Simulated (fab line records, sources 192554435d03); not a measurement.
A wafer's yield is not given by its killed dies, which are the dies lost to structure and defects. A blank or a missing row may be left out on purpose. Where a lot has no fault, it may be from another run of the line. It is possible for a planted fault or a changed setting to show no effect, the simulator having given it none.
Matching of chambers ; flow n5-finfet ; N5_BEOL_M10_ETCH_65 on rie-diel-03: 4 sister chambers
The step etches SiARC in CF4, target depth 39 nm, time 65 s. 33 wafers are shown with their chamber, then 12 later ones without.

== WAFERS, EACH WITH ITS CHAMBER ==
wafer;chamber;drypump-motor-current-A (A);showerhead-plenum-p-Torr (Torr);etch-rf-on-time-s (s)
L074.1;3;5.65;2.05;67.4
L074.4;0;5.54;2.10;62.6
L074.6;3;5.64;2.05;67.1
L077.2;2;5.96;2.20;67.3
L077.3;0;5.52;2.10;61.9
L077.5;0;5.52;2.10;62.0
L078.2;3;5.64;2.05;67.6
L078.4;2;5.94;2.19;69.4
L078.5;1;5.78;2.04;65.3
L080.2;3;5.64;2.05;67.2
L080.4;1;5.78;2.04;65.1
L080.5;3;5.65;2.05;67.2
L082.3;2;5.95;2.19;69.6
L082.4;1;5.75;2.04;64.8
L082.6;2;5.96;2.19;69.1
L081.1;3;5.65;2.04;67.3
L081.2;0;5.53;2.09;60.9
L081.3;1;5.77;2.04;64.4
L081.4;2;5.99;2.18;68.6
L081.5;2;5.96;2.18;68.2
L081.6;3;5.66;2.04;68.0
L083.2;0;5.51;2.09;60.3
L083.3;3;5.67;2.04;67.4
L083.6;0;5.51;2.09;60.5
L085.2;0;5.52;2.09;61.0
L085.3;3;5.67;2.04;67.2
L085.4;3;5.67;2.04;66.9
L087.1;0;5.52;2.09;60.9
L087.2;1;5.79;2.03;64.6
L087.6;1;5.78;2.03;64.1
L091.1;0;5.52;2.09;61.9
L091.2;3;5.65;2.04;67.8
L091.3;1;5.77;2.03;65.4

SIGNATURES (averages over the wafers above)
reading;chamber 0;chamber 1;chamber 2;chamber 3;scatter within a chamber
drypump-motor-current-A;5.5211;5.7743;5.9600;5.6536;0.0125
showerhead-plenum-p-Torr;2.0933;2.0357;2.1883;2.0445;0.00566
etch-rf-on-time-s;61.333;64.814;68.700;67.373;0.617
Rule: a wafer's distance from a chamber is the root of the sum, over the readings, of the square of ((its reading less the chamber's mean) divided by the reading's scatter). The wafer belongs to the nearest chamber; if the next one is less than 2 further off, it can't be placed. The scatter: take each reading less its chamber's mean, square it, sum over the shown wafers, divide by the number of wafers less the number of chambers, and take the root.

== WAFERS WITHOUT THEIR CHAMBER ==
wafer;drypump-motor-current-A (A);showerhead-plenum-p-Torr (Torr);etch-rf-on-time-s (s)
L091.4;5.66;2.04;67.7
L091.5;5.79;2.03;64.7
L091.6;5.53;2.09;62.1
L094.2;5.65;2.04;66.8
L094.3;5.99;2.18;64.1
L094.4;5.54;2.09;61.2
L093.2;5.65;2.03;67.6
L093.3;5.97;2.18;63.3
L093.6;5.53;2.09;61.5
L097.4;5.52;2.09;62.3
L097.5;5.76;2.03;65.8
L097.6;5.51;2.09;62.4

== WHICH CHAMBER EACH WENT THROUGH ==
wafer;from the rows above;in truth
L091.4;3;3
L091.5;1;1
L091.6;0;0
L094.2;3;3
L094.3;2;2
L094.4;0;0
L093.2;3;3
L093.3;2;2
L093.6;0;0
L097.4;0;0
L097.5;1;1
L097.6;0;0
Correct placement for 12 of the 12. From these rows, 0 cannot be placed. Number placed wrongly: 0.
